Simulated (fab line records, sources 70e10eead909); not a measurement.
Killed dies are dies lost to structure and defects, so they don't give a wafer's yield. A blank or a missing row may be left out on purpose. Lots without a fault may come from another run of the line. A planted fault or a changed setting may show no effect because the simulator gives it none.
Chamber matching | flow nand_harc | NHARC_A_SLIT_ETCH_24 on rie_diel-07: 4 sister chambers
The step etches the open film in CF4/CHF3, target depth 121 nm, time 60.5 s. 4 wafers are shown with their chamber, then 7 later ones without.

WAFERS WITH THEIR CHAMBER
wafer  | chamber | showerhead_plenum_p_Torr (Torr)
L980.4 | 2       | 1.48
L980.5 | 1       | 1.68
L985.1 | 0       | 1.48
L985.3 | 3       | 1.50

WAFERS WITHOUT THEIR CHAMBER
wafer  | showerhead_plenum_p_Torr (Torr)
L985.5 | 1.48
L991.3 | 1.48
L991.4 | 1.68
L991.6 | 1.68
L992.1 | 1.49
L992.3 | 1.48
L992.6 | 1.68

WHICH CHAMBER EACH WENT THROUGH
wafer  | from the rows above          | in truth
L985.5 | can't be placed: 0 or 2      | 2
L991.3 | can't be placed: 0 or 2      | 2
L991.4 | 1                            | 1
L991.6 | 1                            | 1
L992.1 | can't be placed: 0 or 2 or 3 | 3
L992.3 | can't be placed: 0 or 2      | 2
L992.6 | 1                            | 1
Placed correctly: 3 of 7. Can't be placed from these rows: 4 (the true chamber is among the candidates in 4). Placed wrongly: 0.
How it was worked out, from the rows above alone: a wafer's distance from a chamber is the root of the sum, over the readings, of the square of ((its reading less the chamber's mean) divided by the reading's scatter). The wafer belongs to the nearest chamber; if the next one is less than 2 further off, it can't be placed. A chamber's mean is the mean of its shown wafers. The scatter: with one shown wafer a chamber, the root of the mean of the squares of how far each hidden wafer lies from its nearest shown one.
